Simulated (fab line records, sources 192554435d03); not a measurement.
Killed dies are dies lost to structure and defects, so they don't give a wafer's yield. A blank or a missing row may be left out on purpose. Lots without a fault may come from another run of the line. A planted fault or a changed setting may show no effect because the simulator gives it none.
Chamber matching | flow n5_finfet | N5_FIN_SAQP_ALD_61 on ald_sin-02: 4 sister chambers
The step deposits SiO2, target thk 4 nm, pulse time 1 s, purge time 2 s. 14 wafers are shown with their chamber, then 7 later ones without.

WAFERS WITH THEIR CHAMBER
wafer  | chamber | heater_power_w (W) | precursor_pulse_height_rel | chamber_pressure_Torr (Torr)
L077.1 | 0       | 575                | 1.016                      | 1.996
L077.5 | 3       | 367                | 0.989                      | 2.000
L077.6 | 2       | 485                | 0.989                      | 1.999
L078.1 | 3       | 375                | 1.005                      | 1.994
L078.4 | 1       | 436                | 0.991                      | 2.000
L078.5 | 1       | 431                | 1.009                      | 2.001
L079.2 | 3       | 378                | 0.986                      | 2.004
L079.4 | 0       | 579                | 0.992                      | 1.996
L079.6 | 3       | 373                | 1.024                      | 2.006
L081.1 | 1       | 424                | 1.019                      | 2.000
L081.2 | 0       | 589                | 1.018                      | 2.006
L081.5 | 3       | 363                | 1.014                      | 2.003
L082.2 | 3       | 375                | 0.977                      | 1.992
L082.4 | 1       | 440                | 1.001                      | 1.998

SIGNATURES (means of the wafers above)
reading                    | chamber 0 | chamber 1 | chamber 2 | chamber 3 | scatter within a chamber
heater_power_w             | 581.00    | 432.75    | 485.00    | 371.83    | 6.38
precursor_pulse_height_rel | 1.00867   | 1.00500   | 0.98900   | 0.99917   | 0.0158
chamber_pressure_Torr      | 1.99933   | 1.99975   | 1.99900   | 1.99983   | 0.00482
Rule: a wafer's distance from a chamber is the root of the sum, over the readings, of the square of ((its reading less the chamber's mean) divided by the reading's scatter). The wafer belongs to the nearest chamber; if the next one is less than 2 further off, it can't be placed. The scatter: the root of (the sum of the squares of (reading less its chamber's mean) over the shown wafers, divided by (wafers less chambers)).

WAFERS WITHOUT THEIR CHAMBER
wafer  | heater_power_w (W) | precursor_pulse_height_rel | chamber_pressure_Torr (Torr)
L082.5 | 591                | 0.992                      | 2.002
L084.1 | 424                | 0.978                      | 1.998
L084.4 | 581                | 1.014                      | 2.004
L084.5 | 471                | 1.005                      | 2.006
L095.3 | 440                | 0.969                      | 2.000
L095.5 | 459                | 0.998                      | 1.997
L095.6 | 365                | 1.012                      | 1.994

WHICH CHAMBER EACH WENT THROUGH
wafer  | from the rows above     | in truth
L082.5 | 0                       | 0
L084.1 | 1                       | 1
L084.4 | 0                       | 0
L084.5 | 2                       | 2
L095.3 | 1                       | 1
L095.5 | can't be placed: 2 or 1 | 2
L095.6 | 3                       | 3
Placed correctly: 6 of 7. Can't be placed from these rows: 1 (the true chamber is among the candidates in 1). Placed wrongly: 0.
